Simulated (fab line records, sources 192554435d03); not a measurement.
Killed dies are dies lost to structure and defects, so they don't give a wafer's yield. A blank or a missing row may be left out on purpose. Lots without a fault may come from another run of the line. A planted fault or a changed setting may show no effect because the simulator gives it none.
fab line records | flow n5_finfet
record lots=3 wafers=9 last_day=17
route steps=1938 shown BEOL_M11@1582 BEOL_M12@1602 BEOL_M15@1830 PASSIVATION@1936
lots that met no fault: from a run of the same line without faults
start_h: hours from the record's first day to the start of the lot's first wafer shown | wait_h: hours since the lot's step before | " the same as in the row above | L1.1+2: a row that stands for several wafers | - no value, or no start given | * or withheld: withheld | < > ~ a bound
route shown NAME@n: a module of which the file shows steps, and the number in the route of the first | usual: mean/standard deviation of fault-free wafers | same: alike in all rows | chamber/n: place in a boat | sites: the reading at each site | _std_site: their standard deviation | _edge_site: outer sites' mean less inner sites' | radius_mm: how far each site lies from the wafer's centre | mask NAME#n: copy n | behind: the tool/chamber that last shaped the wafer | hold: why the lot was held/for how many hours/how that ended | device: the transistor (n, p or np) that didn't switch | end of line: the same wafers' tests at the end of the route | a step without rows: its recipe alone | killed: dies lost to structure and defects at the first sort, not the wafer's yield | map: a wafer's dies, x killed, . not, _ none there
set.NAME: the setting as run; set.NAME@STEP: as run at that earlier step | model.NAME: the simulator's own value behind a step, which no gauge read
lots at some steps of the route; a table a step, a row a wafer
services: from which hour (start_h, from the record's first day; less than 0 if before it) a tool's chamber was out of use, for how many hours, and why
## steps
# step N5_BEOL_M11_HM_STRIP_39
# recipe chemistry=peroxide_tin_strip material=TiN target_depth_a=250 temp_c=50 time_s=158
# step N5_BEOL_M11_SRD_40
# recipe time_s=30 temp_c=23 rinse_liquid=diw dry=ipa_marangoni
# step N5_BEOL_M11_PRECLEAN_42
# recipe chemistry=residue_remover time_s=60 temp_c=40
# step N5_BEOL_M11_SRD_43
# recipe time_s=30 temp_c=23 rinse_liquid=diw dry=ipa_marangoni
# step N5_BEOL_M11_CURE_72
# recipe temp_c=370 time_s=120 ambient=DMADMS/He material=SiCOH_lowk
# step N5_BEOL_M11_DEGAS_44
# recipe ambient=vacuum temp_c=250 time_s=60
# step N5_BEOL_M11_PRE_CLEAN_45
# recipe gas=H2/He time_s=30 temp_c=250
# step N5_BEOL_M11_ALD_74
# recipe material=TaN target_thk_a=20 temp_c=275 ald_precursor_family=PDMAT ald_co_reactant=NH3 pressure_torr=3 carrier_flow_sccm=1500 pulse_time_s=2 purge_time_s=3 co_reactant_purge_time_s=2 co_reactant_pulse_time_s=3 ald_cycles=40 precursor_vessel_temp_c=75 precursor_vessel_pressure_torr=26.25 precursor_vessel_carrier_sccm=1000
# step N5_BEOL_M11_SURFACE_TREAT_76
# recipe gas=Ar time_s=* ion_energy_ev=* ion_current_ma_cm2=0.5 pressure_mtorr=* ar_flow_sccm=30
# step N5_BEOL_M11_CVD_75
# recipe material=Co target_thk_a=20 temp_c=withheld precursor=CCTBA/H2 pressure_torr=30 time_s=138.9
# step N5_BEOL_M11_SPUTTER_48
# recipe material=Cu target_thk_a=120 temp_c=-20 bias_v=60 power_w=26000 chamber_pressure_pa=0.13 time_s=2
# step N5_BEOL_M11_ECD_50
# recipe material=Cu target_thk_a=3180
# columns lot.wafer tool chamber start_h wait_h model.Cu_of_BEOL_M11_ECD_50.thk_nm
L981.1 ecd_cu-01 1 282.24 0.1 320.6
L981.2 " 0 " " 320.4
L981.6 " 0 " " 317.4
L990.2 ecd_cu-01 1 334.95 0.1 108
L990.3 " 1 " " 102.6
L990.5 " 0 " " 320.2
L996.3 ecd_cu-02 1 379.78 0.1 317
L996.4 " 0 " " 312
L996.6 " 0 " " 316.2
# step N5_BEOL_M11_ANNEAL_51
# recipe temp_c=225 time_s=90 ambient=N2
# step N5_BEOL_M11_CMP_52
# recipe stop_on=SiCOH_lowk t_overpolish_s=7 down_force_psi=1 platen_rpm=50 clearing_platen_down_force_psi=1.5 clearing_platen_rpm=50 post_cmp_clean=cu_alkaline target_thk_nm=140 clearing_platen_pad_velocity_m_s=0.99484 pad_velocity_m_s=0.99484
# usual clearing_platen_rpm=50.003/0.027 motor_current_A=6.1/0.61 pad_life_wafers=1062/630 slurry_flow_ml_min=150.0/0.48 time_to_endpoint_s=65/4.6
# columns lot.wafer tool chamber start_h wait_h clearing_platen_rpm motor_current_A pad_life_wafers slurry_flow_ml_min time_to_endpoint_s model.Cu_of_BEOL_M11_ECD_50.thk_nm
L981.1 cmp-04 3 282.64 0.3 50.001 6.2 468 149.8 62 135.2
L981.2 " 0 " " 49.978 6.1 469 150.4 75 146.6
L981.6 " 3 " " 49.984 6.6 - 149.5 65 141.8
L990.2 cmp-03 3 335.39 0.2 49.960 5.6 1519 149.4 23 108
L990.3 " 1 " " 49.981 7.3 1521 149.9 21 102.6
L990.5 " 2 " " 50.007 6.2 - 149.7 65 138
L996.4 cmp-03 3 380.16 0.1 49.955 5.9 1932 150.0 60 140.6
L996.3 " 2 " " 49.974 6.0 1935 149.9 62 139
L996.6 " 3 " " 49.981 6.1 - 149.2 63 135.4
# step N5_BEOL_M11_THK_MEAS_53
# recipe thk_meas_gauge=xrf reads=Cu_of_BEOL_M11_ECD_50
# usual M11_THK=138/3.9
# columns lot.wafer tool chamber start_h wait_h M11_THK[nm]
L981.1 film_metro-02 - 282.94 - 135
L981.2 " - " " 146
L981.6 " - " " 141
L990.2 film_metro-02 - 335.65 - 108
L990.3 " - " " 102
L990.5 " - " " 138
L996.3 film_metro-02 - 380.45 - 141
L996.4 " - " " 142
L996.6 " - " " 137
# step N5_BEOL_M11_PRE_CLEAN_55
# recipe gas=NH3 time_s=15 temp_c=withheld rf_power_w=300
# step N5_BEOL_M11_DEP_56
# recipe material=SiCN target_thk_a=300 temp_c=withheld precursor=3MS/NH3 pressure_torr=3 rf_w=675 time_s=10.5
# step N5_BEOL_M11_RS_MEAS_57
# recipe thk_meas_gauge=four-point-probe reads=Cu_of_BEOL_M11_ECD_50+Co_of_BEOL_M11_CVD_75+TaN_of_BEOL_M11_ALD_74
# usual M11_RS=0.153/0.0045
# columns lot.wafer tool chamber start_h wait_h M11_RS[ohm/sq]
L981.1 film_metro-01 - 283.06 0.0 0.157
L981.2 " - " " 0.143
L981.6 " - " " 0.148
L990.2 film_metro-02 - 335.77 0.0 0.202
L990.3 " - " " 0.214
L990.5 " - " " 0.154
L996.3 film_metro-02 - 380.58 0.0 0.153
L996.4 " - " " 0.150
L996.6 " - " " 0.157
# step N5_BEOL_M12_ILD_DEP_00
# recipe material=SiOC target_thk_a=6589.2 temp_c=350 precursor=DEMS/O2 pressure_torr=5 rf_w=500 time_s=130.7
# step N5_BEOL_M12_COAT_58
# recipe resist=BARC temp_c=205 time_s=60 spin_rpm=1500 resist_thk_nm=89
# step N5_BEOL_M12_COAT_04
# recipe spin_rpm=1625 resist_thk_nm=400
# step N5_BEOL_M12_EBR_06
# recipe solvent=PGMEA ebr_width_mm=1.5
# step N5_BEOL_M12_SOFTBAKE_05
# recipe temp_c=130 time_s=60
# step N5_BEOL_M12_EXPOSE_07
# recipe mask_id=V11 na=0.93 source_shape=conventional sigma_outer=0.6 polarization=unpolarized attpsm_phase_deg=180 dose_mj=32.5
# step N5_BEOL_M12_PEB_08
# recipe peb_temp_c=130 peb_time_s=90
# step N5_BEOL_M12_DEVELOP_09
# recipe develop_time_s=45 rinse_liquid=diw dry=air_spin dev_temp_c=21
# step N5_BEOL_M12_HARDBAKE_14
# recipe temp_c=130 time_s=120
# step N5_BEOL_M12_DESCUM_15
# recipe chemistry=O2 time_s=7.9 source_power_w=50 bias_power_w=20 pressure_mtorr=20 rf_frequency_hz=2.712e+07 temp_c=40 o2_flow_sccm=225
# step N5_BEOL_M12_ETCH_59
# recipe chemistry=N2/H2 target=BARC target_depth_a=890 overetch_a=267 time_s=67.9 ion_energy_ev=200 pressure_mtorr=30 source_w=840 bias_w=150 n2_flow_sccm=200 h2_flow_sccm=200
# step N5_BEOL_M12_VIA_ETCH_16
# recipe chemistry=C4F8/O2/Ar target=SiOC pressure_mtorr=30 source_w=3000 bias_w=700 Ar_flow_sccm=400 C4F8_flow_sccm=15 O2_flow_sccm=8 he_inner_torr=15 he_outer_torr=30 target_depth_a=7248 time_s=withheld ion_energy_ev=250 ends=cleared
# step N5_BEOL_M12_STRIP_63
# recipe chemistry=N2/H2 power_w=1000 temp_c=250 h2_frac=0.65 overash_fraction=0.3 pressure_mtorr=1000 n2_flow_sccm=1750 h2_flow_sccm=3250
# step N5_BEOL_M12_STRIP_64
# recipe chemistry=N2/H2 power_w=1000 temp_c=250 h2_frac=0.65 overash_fraction=0.3 pressure_mtorr=withheld n2_flow_sccm=1750 h2_flow_sccm=3250
# step N5_BEOL_M12_STRIP_71
# recipe chemistry=post_etch_residue_remover time_s=60 temp_c=25 remover_ph=withheld remover_water_wt_pct=withheld remover_fluoride_wt_pct=withheld
# step N5_BEOL_M12_SRD_72
# recipe time_s=30 temp_c=23 rinse_liquid=diw dry=n2_spin spin_rpm=1500 dry_time_s=30
# step N5_BEOL_M12_COAT_65
# recipe resist=SOC temp_c=250 time_s=60 spin_rpm=1500 resist_thk_nm=300
# step N5_BEOL_M15_RC_MEAS_101
# usual COMB_M10=1.5e-11/3.1e-12 COMB_M12=6.5e-12/1.2e-12 COMB_M13=5e-12/8.9e-13 COMB_M14=3.9e-12/7.5e-13 COMB_M14_max_site=5.5e-12/1.2e-12 COMB_M15=2.8e-12/5.7e-13 COMB_M5=3.8e-11/8.1e-12 COMB_M6=2.8e-11/5e-12 COMB_M7=2.6e-11/5.2e-12 COMB_M8=2.6e-11/5.8e-12 COMB_M9=1.5e-11/3.1e-12 SERP_M10=3.12/0.087 SERP_M11=3.11/0.1 SERP_M11_max_site=3.21/0.11 SERP_M12=0.635/0.017 SERP_M13=0.311/0.0094 SERP_M14=0.160/0.0042 SERP_M5=39.7/2.3 SERP_M6=13.7/0.66 SERP_M7=14.1/0.85 SERP_M8=14.1/0.72 SERP_M9=3.07/0.11
# columns lot.wafer tool chamber start_h wait_h COMB_M10[S/m] COMB_M12[S/m] COMB_M13[S/m] COMB_M14[S/m] COMB_M14_max_site[S/m] COMB_M15[S/m] COMB_M5[S/m] COMB_M6[S/m] COMB_M7[S/m] COMB_M8[S/m] COMB_M9[S/m] SERP_M10[ohm/um] SERP_M11[ohm/um] SERP_M11_max_site[ohm/um] SERP_M12[ohm/um] SERP_M13[ohm/um] SERP_M14[ohm/um] SERP_M5[ohm/um] SERP_M6[ohm/um] SERP_M7[ohm/um] SERP_M8[ohm/um] SERP_M9[ohm/um]
L981.1 prober-02 0 304.88 0.0 1.1e-11 7.1e-12 4.5e-12 5.5e-12 6.9e-12 2.5e-12 2.8e-11 3.1e-11 3.5e-11 1.9e-11 1.9e-11 3.22 3.18 3.31 0.616 0.294 0.159 40.3 13.1 14.8 15.0 2.95
L981.2 " 0 " " 1.3e-11 7.6e-12 4.3e-12 4.4e-12 7.2e-12 2.4e-12 3.2e-11 3e-11 2.3e-11 2.1e-11 2e-11 3.25 2.89 2.95 0.649 0.305 0.163 38.9 13.5 15.1 15.5 3.15
L981.6 " 0 " " 1.8e-11 5.4e-12 5.1e-12 3.4e-12 4.6e-12 3e-12 4.7e-11 3e-11 2.7e-11 1.8e-11 1.8e-11 3.26 3.05 3.22 0.662 0.297 0.158 39.9 12.8 12.9 14.9 3.02
L990.2 prober-02 0 358.16 0.2 1.3e-11 7.5e-12 6.2e-12 4.1e-12 6.4e-12 4e-12 4e-11 3.1e-11 3.2e-11 2.9e-11 1.6e-11 2.97 4.03 4.22 0.655 0.309 0.165 38.4 13.2 13.1 15.0 3.13
L990.3 " 0 " " 1.9e-11 6.9e-12 6.2e-12 3.1e-12 4.2e-12 3.1e-12 3.6e-11 4.4e-11 2.8e-11 2.1e-11 1e-11 3.20 4.33 4.48 0.639 0.295 0.162 40.7 11.7 14.2 14.9 3.05
L990.5 " 0 " " 1.9e-11 8.7e-12 7.6e-12 3.9e-12 4.9e-12 3.4e-12 2.9e-11 3.5e-11 2.9e-11 2.6e-11 1.2e-11 3.16 3.10 3.18 0.647 0.299 0.157 42.1 12.6 14.8 15.2 3.00
L996.3 prober-01 0 406.83 0.3 2.7e-11 8e-12 5.1e-12 6.1e-12 6.8e-12 3.3e-12 4.3e-11 2.6e-11 2e-11 3.1e-11 1e-11 3.16 3.06 3.17 0.633 0.301 0.159 38.6 13.3 14.1 14.9 3.16
L996.4 " 0 " " 1.7e-11 6.2e-12 4.4e-12 4.7e-12 6.4e-12 3e-12 4.5e-11 2.1e-11 2.3e-11 2.5e-11 1.7e-11 3.14 3.06 3.13 0.664 0.295 0.156 39.9 13.9 14.7 14.6 3.37
L996.6 " 0 " " 1.3e-11 6.4e-12 5.2e-12 4.1e-12 4.4e-12 3.4e-12 4.3e-11 2.9e-11 1.8e-11 3.2e-11 1.3e-11 3.05 3.35 3.46 0.616 0.301 0.156 39.5 13.6 13.6 14.7 3.25
# sites SERP_M11 radius_mm=0,75,75,75,75,140,140,140,140
L981.1 3.09 3.18 3.14 3.15 3.17 3.31 3.29 3.27 3.26
L990.2 3.85 4.03 3.94 3.98 4.03 4.22 4.03 4.15 4.18
L996.3 2.93 2.99 3.06 3.02 3.03 3.11 3.17 3.09 3.11
# step N5_PASSIVATION_PROBE_49
# usual defect_limited_yield=91.3/1.4 killed_at_M0_to_M3=33/9.9 killed_at_M4_up=15/5.6 killed_at_contacts=13/5.7 killed_at_front_end=38/12 killed_at_other=4/3.1 killed_dies=103/17 killed_open=66/13 killed_short=32/7.8 sort_bin_5_function=5.1/0.95 sort_bin_6_memory=3.2/0.68 sort_bin_8_speed=0.02/0.22 sort_n_pass=1077/17
# same gross_dies=1180 killed_at_back_side=0 sort_bin_4_leakage[%]=0
# columns lot.wafer tool chamber start_h wait_h defect_limited_yield[%] killed_at_M0_to_M3 killed_at_M4_up killed_at_contacts killed_at_front_end killed_at_other killed_dies killed_open killed_short sort_bin_5_function[%] sort_bin_6_memory[%] sort_bin_8_speed[%] sort_n_pass
L981.1 prober-02 - 321.17 0.0 89.3 33 21 16 53 3 126 89 35 6.4 3.8 0 1054
L981.2 prober-02 - 321.22 0.1 89.6 36 13 16 55 3 123 77 41 6.1 4.0 0 1057
L981.6 prober-02 - 321.42 0.3 91.3 26 20 21 33 3 103 73 28 5.5 3.1 0 1077
L990.2 prober-01 - 371.60 0.1 90.7 42 12 19 37 0 110 73 31 5.4 3.4 0.25 1070
L990.3 prober-01 - 371.65 0.1 93.1 28 12 7 31 4 82 53 27 3.8 2.8 0.08 1098
L990.5 prober-01 - 371.75 0.2 92.3 22 13 17 35 4 91 62 29 4.4 3.1 0 1089
L996.3 prober-01 - 419.10 0.1 90.4 25 12 13 58 5 113 65 43 5.0 4.3 0 1067
L996.4 prober-01 - 419.15 0.2 90.9 44 16 5 34 8 107 75 29 4.8 3.6 0 1073
L996.6 prober-01 - 419.25 0.3 89.6 41 10 18 49 5 123 76 43 5.8 4.2 0 1057
# killed by level:class
L981.1 FIN_SAQP:geometric_particle:open=17 FIN_SAQP:geometric_particle:short=14 MOL_CONTACT_COAG:geometric_particle:open=14 BEOL_M5:geometric_particle:open=9 BEOL_M2:geometric_particle:open=8 BEOL_M0_SAQP:geometric_particle:open=7 GATE_CUT:geometric_particle:short=6 BEOL_M1:geometric_particle:open=6
L981.2 FIN_SAQP:geometric_particle:open=15 FIN_SAQP:geometric_particle:short=15 BEOL_M0_SAQP:geometric_particle:short=13 MOL_CONTACT_COAG:geometric_particle:open=12 BEOL_M0_SAQP:geometric_particle:open=10 DUMMY_GATE:geometric_particle:open=8 STI_FIN_REVEAL:geometric_particle:open=6 BEOL_M2:geometric_particle:open=5
L981.6 MOL_CONTACT_COAG:geometric_particle:open=18 FIN_SAQP:geometric_particle:open=12 FIN_SAQP:geometric_particle:short=9 BEOL_M0_SAQP:geometric_particle:open=8 BEOL_M5:geometric_particle:open=7 BEOL_M2:geometric_particle:open=5 BEOL_M0_SAQP:geometric_particle:short=4 BEOL_M1:geometric_particle:open=4
L990.2 FIN_SAQP:geometric_particle:open=12 BEOL_M3:geometric_particle:open=11 MOL_CONTACT_COAG:geometric_particle:short=10 BEOL_M0_SAQP:geometric_particle:open=9 MOL_CONTACT_COAG:geometric_particle:open=8 STI_FIN_REVEAL:geometric_particle:open=8 BEOL_M0_SAQP:geometric_particle:short=7 BEOL_M4:geometric_particle:open=4
L990.3 FIN_SAQP:geometric_particle:open=7 MOL_CONTACT_COAG:geometric_particle:open=7 BEOL_M0_SAQP:geometric_particle:open=7 BEOL_M1:geometric_particle:open=5 DUMMY_GATE:geometric_particle:open=4 GATE_CUT:geometric_particle:short=4 BEOL_M0_SAQP:geometric_particle:short=4 GATE_CUT:geometric_particle:open=3
L990.5 MOL_CONTACT_COAG:geometric_particle:open=12 FIN_SAQP:geometric_particle:open=7 STI_FIN_REVEAL:geometric_particle:open=6 MOL_CONTACT_COAG:geometric_particle:short=5 BEOL_M1:geometric_particle:open=5 BEOL_M3:geometric_particle:open=5 BEOL_M4:geometric_particle:open=5 STI_FIN_REVEAL:geometric_particle:short=3
L996.3 GATE_CUT:geometric_particle:short=10 STI_FIN_REVEAL:geometric_particle:open=9 FIN_SAQP:geometric_particle:open=8 MOL_CONTACT_COAG:geometric_particle:open=8 DUMMY_GATE:geometric_particle:open=7 BEOL_M0_SAQP:geometric_particle:short=7 BEOL_M0_SAQP:geometric_particle:open=6 FIN_SAQP:geometric_particle:short=5
L996.4 STI_FIN_REVEAL:geometric_particle:open=13 BEOL_M0_SAQP:geometric_particle:open=9 BEOL_M1:geometric_particle:open=8 BEOL_M0_SAQP:geometric_particle:short=7 BEOL_M3:geometric_particle:open=7 BEOL_M4:geometric_particle:open=7 BEOL_M2:geometric_particle:open=6 FIN_SAQP:geometric_particle:open=5
L996.6 STI_FIN_REVEAL:geometric_particle:open=15 MOL_CONTACT_COAG:geometric_particle:open=11 BEOL_M0_SAQP:geometric_particle:short=10 BEOL_M0_SAQP:geometric_particle:open=10 FIN_SAQP:geometric_particle:open=6 BEOL_M3:geometric_particle:open=6 FIN_SAQP:geometric_particle:short=5 MOL_CONTACT_COAG:geometric_particle:short=5
## services
# columns tool chamber start_h hours kind
cmp-04 - 261.59 0.5 repair
ecd_cu-01 - 275.98 0.8 repair
ecd_cu-01 - 278.70 2.6 repair
cmp-04 - 281.53 0.5 repair
ecd_cu-02 - 285.38 2.5 repair
ecd_cu-01 - 287.06 1.2 repair
cmp-03 - 296.81 5.0 repair
cmp-03 - 304.61 1.0 repair
## key
first_sign step=N5_BEOL_M11_CMP_52 reading=time_to_endpoint_s direction=down sigmas=9.4 usual=* struck=*
effect step=N5_BEOL_M11_THK_MEAS_53 reading=M11_THK direction=down sigmas=8.4 usual=138 struck=105
effect step=N5_BEOL_M11_RS_MEAS_57 reading=M11_RS direction=up sigmas=12 usual=0.153 struck=0.208
effect step=N5_BEOL_M15_RC_MEAS_101 reading=SERP_M11 direction=up sigmas=10 usual=3.11 struck=4.18
model_effect step=N5_BEOL_M11_ECD_50 value=Cu_of_BEOL_M11_ECD_50.thk_nm without=318.1 struck=105.3
model_effect step=N5_BEOL_M11_CMP_52 value=Cu_of_BEOL_M11_ECD_50.thk_nm without=138.4 struck=105.3
met_at N5_BEOL_M11_ECD_50
struck_wafers L990.2,L990.3
onset_between 282.24 334.95
fault kind=process_parameter_drift tool=ecd_cu-01 chamber=- onset_h=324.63 steps=N5_BEOL_M11_ECD_50 channel=target_thk_a offset=* shape=step end_h=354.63 scope=struck_wafers_only acts_in=* stated=*
